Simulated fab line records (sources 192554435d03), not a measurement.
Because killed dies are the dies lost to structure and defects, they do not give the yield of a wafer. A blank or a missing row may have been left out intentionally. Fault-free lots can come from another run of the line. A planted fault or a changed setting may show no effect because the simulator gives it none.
A struck lot beside a sound one ; flow n5 finfet ; 15 out of 1938 route steps
Sound: wafers L612.2, L612.5, L612.6. Wafers L617.2, L617.4, L617.6 were the ones struck. Last of all comes the cause.
For every step that has rows: the tool of each side, followed by ch and its chambers, followed by its first start. Under that, the readings that differ: sound wafers ; struck wafers ; difference of the means ; sigmas: that difference in standard deviations of wafers without a fault.
alike: words and numbers the same on both sides, and readings whose means are apart by under 2 such deviations; not compared: readings that were withheld, readings missing a value for some wafer, numbers with overlapping values and no deviation given by the record, and bounds like >300 which may hide the same value.
The two part at a step that has a row with sigmas, a row that says differs or no value, or rows on one side only. Non-overlapping numbers with no deviation appear without sigmas and do not part them. A reading that every wafer of one side lacks parts them only if that side has two wafers or more.

first, 7 steps without rows for these wafers: N5_HKMG_FIN_COAT_42 (time 60 s, resist thk 35 nm); N5_HKMG_FIN_COAT_43 (resist thk 90 nm); N5_HKMG_FIN_EBR_45; N5_HKMG_FIN_SOFTBAKE_44 (time 60 s); N5_HKMG_FIN_EXPOSE_46 (exposes mask NDIPOLE); N5_HKMG_FIN_PEB_47 (peb time 60 s); N5_HKMG_FIN_DEVELOP_48 (develop time 30 s).
N5_HKMG_FIN_CD_MEAS_49: the cd target is 202 nm.
  sound on cd sem-02 ch 0, day 6 04:58; struck on cd sem-01 ch 0, day 7 16:40
  alike: cd nm
N5_HKMG_FIN_OVL_MEAS_50:
  sound on overlay-02 ch 0, day 6 05:00; struck on overlay-02 ch 0, day 7 16:41
  alike: NDIPOLE_OVL
N5_HKMG_FIN_INSPECT_61: inspects for defects (macro).
  sound on defect inspect-01 at day 6 05:01; struck on defect inspect-02 at day 7 16:43
  alike: raw defect count
N5_HKMG_FIN_DESCUM_53: chemistry O2, time 7.9 s.
  sound on rie diel-05 ch 1,2,3, day 6 05:04; struck on rie diel-05 ch 2,3, day 7 16:46
  alike: chamber pressure mTorr, drypump motor current A, oes product au, rf vpp V, showerhead plenum p Torr, throttle valve pct
  not compared: rf hours counter h
N5_HKMG_FIN_ETCH_54: etches SiARC in CF4, target depth 45.5 nm, time 75.8 s.
  sound on rie diel-05 ch 1,2,3, day 6 05:05; struck on rie diel-05 ch 2,3, day 7 16:47
  alike: chamber pressure mTorr, drypump motor current A, etch rf on time s, oes product au, rf vpp V, showerhead plenum p Torr, throttle valve pct
  not compared: rf hours counter h
N5_HKMG_FIN_ETCH_55: etches SOC in N2/H2, target depth 240 nm, time 300 s.
  sound on rie diel-05 ch 1,2,3, day 6 05:09; struck on rie diel-05 ch 2,3, day 7 16:51
reading;sound;struck;difference;sigmas
oes product au (a.u.);0.87 0.75 0.85;0.75 0.67 0.68;-0.12;-2
model.HKMG_FIN.feature depth nm (nm);247.4 238.2 241.2;207.4 204.8 206.6;-36.0;
model.etch.depth nm (nm);247.3 238.3 241.1;207.4 204.8 206.6;-36.0;
model.SiARC_of_HKMG_FIN_COAT_42.thk nm (nm);20.4 21.2 21.4;23.4 23.2 23.2;+2.3;
  alike: chamber pressure mTorr, drypump motor current A, rf vpp V, showerhead plenum p Torr, throttle valve pct
  not compared: rf hours counter h
then, 1 step without rows for these wafers: N5_HKMG_FIN_STRIP_56 (strips in N2/H2).
-- the record jumps here: 4 days lie between the struck wafers' starts before and after (it left off in module HKMG_FIN and takes up again in module BEOL_M4, whose first step shown is number 1111 of the route) --
N5_BEOL_M4_RC_MEAS_101:
  sound on prober-01 ch 0, day 10 06:46; struck on prober-02 ch 0, day 11 14:23
  alike: DIBL_N, DIBL_P, IOFF_N, IOFF_P, ION_N, ION_P, SS_N, SS_P, VT_N, VT_P

== WHERE THEY PART ==
Only at N5_HKMG_FIN_ETCH_55, as far as this record shows. Later steps at which nothing parts them and some readings are alike: N5_BEOL_M4_RC_MEAS_101.

WHY: whatever the simulator had introduced
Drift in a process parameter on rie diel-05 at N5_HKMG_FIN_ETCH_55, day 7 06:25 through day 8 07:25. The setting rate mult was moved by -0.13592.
